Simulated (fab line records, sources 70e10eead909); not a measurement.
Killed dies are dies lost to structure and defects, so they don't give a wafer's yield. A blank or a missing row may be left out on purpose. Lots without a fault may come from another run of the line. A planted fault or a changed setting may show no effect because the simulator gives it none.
Which tool did it? | flow nand_harc | 12 lots, 36 wafers sampled, at 1 step of a route of 1302

WHAT THE GAUGES READ, wafer by wafer
NHARC_A_ZERO_WELL_CD_MEAS_10: target cd 2000 nm.
lot  | measured     | on        | cd_nm (nm)
L075 | day 7 07:00  | cd_sem-02 | 1999.4 1998.1 1998.8
L077 | day 7 21:56  | cd_sem-03 | 1998.7 2000.2 2000.2
L078 | day 8 23:02  | cd_sem-02 | 2000.3 2002.2 1999.9
L081 | day 10 02:14 | cd_sem-02 | 1997.8 2002.2 1997.9
L083 | day 10 14:20 | cd_sem-02 | 2000.2 1999.5 1997.3
L086 | day 11 13:34 | cd_sem-02 | 2000.1 2000.7 2000.2
L087 | day 12 11:00 | cd_sem-02 | 1999.5 1999.6 2001.6
L088 | day 12 22:07 | cd_sem-03 | 2001.3 1999.2 2000.0
L091 | day 13 19:10 | cd_sem-03 | 2001.6 2002.4 2000.5
L093 | day 14 14:09 | cd_sem-01 | 2002.6 2001.2 2003.8
L095 | day 15 12:37 | cd_sem-03 | 1997.9 1998.1 1997.9
L097 | day 16 12:13 | cd_sem-02 | 1997.8 1999.1 1998.7

WHICH TOOL RAN EACH LOT (tool, then ch and the chambers of the sampled wafers, then the start)
The record holds no process step before these readings.

THE ANSWER, worked out from the rows above alone
Rule: what is usual is taken from the lots themselves. Put in order of their means at a reading, lots are off if they are a third of the lots or fewer, leave a main group of 4 or more, and stand apart from it by a gap of 3 or more times the standard deviation of the main group's means; of several such gaps the widest counts. A main group whose means are all the same, to the digits that the tables above print for the reading, isn't used. A lot without any number at a reading at which 4 lots or more have one is off too. The other lots that the step has rows for count as sound.
No lot is off at any reading shown: from this, nothing can be told.

WHAT THE SIMULATOR HAD PUT IN
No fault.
